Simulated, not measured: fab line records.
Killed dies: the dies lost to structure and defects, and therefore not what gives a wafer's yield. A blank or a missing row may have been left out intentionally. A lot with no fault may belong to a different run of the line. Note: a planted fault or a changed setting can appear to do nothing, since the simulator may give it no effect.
A struck lot beside a sound one || flow n5-finfet || 40 steps out of a route of 1938
Sound: these wafers, L378.2, L378.4, L378.5. Struck: wafer L392.2 (L392.1, L392.5, from the same lot, were not struck and are left out); the cause is given at the end.
For every step that has rows: the tool of each side, followed by ch and its chambers, followed by its first start. Under that, the readings that differ: sound wafers || struck wafers || difference of the means || sigmas: that difference in standard deviations of wafers without a fault.
alike: same words and numbers on both sides, and readings whose means sit less than 2 such deviations apart. not compared: any withheld reading, any reading some wafer has no value for, any bound like >300 that may hide the same value, and any number with overlapping values for which the record gives no deviation.
A row with sigmas, a row that says differs or no value, or rows on one side alone: a step with any of these is where the two part. When numbers do not overlap yet have no deviation, they are printed without sigmas and do not part them. A reading that every wafer of one side lacks parts them only if that side has two wafers or more.

first, 11 steps without rows for these wafers: N5_STI_FIN_REVEAL_ALD_14 (deposits Si3N4, target thk 3 nm); N5_STI_FIN_REVEAL_FCVD_FILL_01 (material SiO2 flowable, target thk 312 nm, time 512.2 s); N5_STI_FIN_REVEAL_DENSIFY_02 (time 1800 s); N5_STI_FIN_REVEAL_CMP_04 (polishes, stops on Si3N4, t overpolish 4 s, target thk 131.83 nm); N5_STI_FIN_REVEAL_DENSIFY_30; N5_STI_FIN_REVEAL_ETCHBACK_08 (etches SiO2 in C4F6/O2, target depth 30.5 nm, time 10.167 s); N5_STI_FIN_REVEAL_STRIP_24 (strips in N2/H2, time 90 s); N5_STI_FIN_REVEAL_PRECLEAN_25 (cleans in SPM, time 90 s); N5_STI_FIN_REVEAL_PRECLEAN_26 (cleans in SC1, time 45 s); N5_STI_FIN_REVEAL_PRECLEAN_29 (cleans in DHF, time 30 s); N5_STI_FIN_REVEAL_SRD_12 (time 30 s).
N5_STI_FIN_REVEAL_RECESS_09: chemistry HF/NH3, target SiO2, afs cycles 11, target depth 42.5 nm, sublimation time 60 s.
  sound on vapor-etch-01 ch 1, day 4 10:53; struck on vapor-etch-01 ch 0, day 7 23:51
{"reading": "drypump-motor-current-A (A)", "sound": "5.8 5.8 5.8", "struck": 4.8, "difference": -1.0, "sigmas": -2}
then, 10 steps without rows for these wafers: N5_STI_FIN_REVEAL_STRIP_16 (strips SiNx in H3PO4, target depth 23.8 nm); N5_STI_FIN_REVEAL_PRECLEAN_17 (cleans in NF3:NH3, afs cycles 1, time 20 s, sublimation time 60 s); N5_STI_FIN_REVEAL_ETCH_34 (etches Si in H2, material Si, target depth 0.97 nm); N5_STI_FIN_REVEAL_OXIDATION_31 (chemistry O2 PLASMA REMOTE, time 20 s); N5_STI_FIN_REVEAL_PRECLEAN_32 (cleans in NF3:NH3, afs cycles 1, time 20 s, sublimation time 60 s); N5_STI_FIN_REVEAL_STRIP_35 (strips Si3N4 in H3PO4, target depth 4 nm, time 39 s); N5_STI_FIN_REVEAL_SRD_21 (time 30 s); N5_STI_FIN_REVEAL_OXIDATION_33 (chemistry O2 PLASMA REMOTE, time 20 s); N5_STI_FIN_REVEAL_CLEAN_19 (cleans in O3/DIW, time 120 s); N5_STI_FIN_REVEAL_SRD_23 (time 30 s).
N5_STI_FIN_REVEAL_FIN_H_MEAS_10:
  sound on ocd-01, day 4 13:35; struck on ocd-02, day 8 02:35
{"reading": "trench-depth-nm (nm)", "sound": "52.1 52.4 52.0", "struck": 47.2, "difference": -5.0, "sigmas": -9}
then, 15 steps without rows for these wafers: N5_STI_FIN_REVEAL_PRECLEAN_18 (cleans in SC2, time 45 s); N5_STI_FIN_REVEAL_SRD_28 (time 30 s); N5_DUMMY_GATE_PRECLEAN_00 (cleans in O3/DIW, time 60 s); N5_DUMMY_GATE_SRD_01 (time 30 s); N5_DUMMY_GATE_ALD_02 (deposits SiO2, target thk 2 nm, pulse time 1 s); N5_DUMMY_GATE_CVD_03 (deposits a-Si from SiH4, target thk 150 nm, time 8042 s); N5_DUMMY_GATE_PRECLEAN_46 (cleans in DIW, time 89.5 s); N5_DUMMY_GATE_SRD_47 (dry time 32 s); N5_DUMMY_GATE_CMP_04 (polishes a-Si); N5_DUMMY_GATE_HM_DEP_06 (deposits SiNx from DCS/NH3, target thk 80 nm, time 5141 s); N5_DUMMY_GATE_PECVD_30 (deposits SiO2 from TEOS/O2, target thk 55 nm, time 10.8 s); N5_DUMMY_GATE_COAT_34 (time 60 s, resist thk 60 nm); N5_DUMMY_GATE_COAT_35 (time 60 s, resist thk 10 nm); N5_DUMMY_GATE_COAT_28 (time 60 s, resist thk 10 nm); N5_DUMMY_GATE_COAT_09 (resist thk 30 nm).
-- a jump in the record: the struck wafers' starts before and after are 10 days apart (it breaks off in module DUMMY_GATE and resumes in module BEOL_M4, where the first step shown is number 1111 of the route) --
N5_BEOL_M4_RC_MEAS_101:
  sound on prober-02 ch 0, day 17 15:47; struck on prober-01 ch 0, day 17 16:49
{"reading": "DIBL_N (mV/V)", "sound": "37.0 33.6 34.7", "struck": 44.9, "difference": "+9.8", "sigmas": "+9"}
{"reading": "DIBL_P (mV/V)", "sound": "38.3 32.5 34.7", "struck": 40.0, "difference": "+4.8", "sigmas": "+3"}
{"reading": "IOFF_N (nA/um)", "sound": "0.162 0.105 0.118", "struck": 0.618, "difference": "+0.490", "sigmas": "+26"}
{"reading": "IOFF_N_85C (nA/um)", "sound": "3.1 2.1 2.4", "struck": 9.8, "difference": "+7.3", "sigmas": "+22"}
{"reading": "IOFF_N_LIN (nA/um)", "sound": "0.076 0.053 0.058", "struck": 0.095, "difference": "+0.033", "sigmas": "+4"}
{"reading": "IOFF_P (nA/um)", "sound": "0.214 0.142 0.173", "struck": 0.457, "difference": "+0.281", "sigmas": "+10"}
{"reading": "IOFF_P_85C (nA/um)", "sound": "3.7 2.6 3.1", "struck": 6.8, "difference": "+3.7", "sigmas": "+9"}
{"reading": "ION_N (uA/um)", "sound": "675 658 652", "struck": 624, "difference": -38, "sigmas": -4}
{"reading": "ION_P (uA/um)", "sound": "466 454 458", "struck": 422, "difference": -37, "sigmas": -6}
{"reading": "SS_N (mV/dec)", "sound": "71.3 70.4 70.4", "struck": 83.7, "difference": "+13.0", "sigmas": "+23"}
{"reading": "SS_P (mV/dec)", "sound": "73.5 72.8 73.1", "struck": 78.7, "difference": "+5.6", "sigmas": "+11"}
  alike: VT_N, VT_P
-- the record jumps here: 5 days lie between the struck wafers' starts before and after (it left off in module BEOL_M4 and takes up again in module PASSIVATION, whose first step shown is number 1936 of the route) --
N5_PASSIVATION_PROBE_49:
  sound on prober-01, day 22 13:09; struck on prober-01, day 22 07:54
{"reading": "killed_at_M0_to_M3", "sound": "23 28 27", "struck": 53, "difference": "+27", "sigmas": "+3"}
{"reading": "sort_bin_4_leakage (%)", "sound": "0 0 0", "struck": 81.86, "difference": "+81.86", "sigmas": ""}
{"reading": "sort_bin_8_speed (%)", "sound": "0 0 0", "struck": 7.54, "difference": "+7.54", "sigmas": "+99 or more"}
{"reading": "sort-n-pass", "sound": "1066 1082 1082", "struck": 18, "difference": -1059, "sigmas": -71}
{"reading": "sort-yield-pct (%)", "sound": "90.3 91.7 91.7", "struck": 1.5, "difference": -89.7, "sigmas": -75}
  alike: defect-limited-yield, killed_at_M4_up, killed-at-contacts, killed-at-front-end, killed-at-other, killed-dies, killed-open, killed-short, sort_bin_5_function, sort_bin_6_memory

## WHERE THEY PART
Last at N5_PASSIVATION_PROBE_49 as far as this record goes, first at N5_STI_FIN_REVEAL_RECESS_09.

WHY: whatever the simulator had introduced
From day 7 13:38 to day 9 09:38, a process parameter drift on vapor-etch-01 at N5_STI_FIN_REVEAL_RECESS_09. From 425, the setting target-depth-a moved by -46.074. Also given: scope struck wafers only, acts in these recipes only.
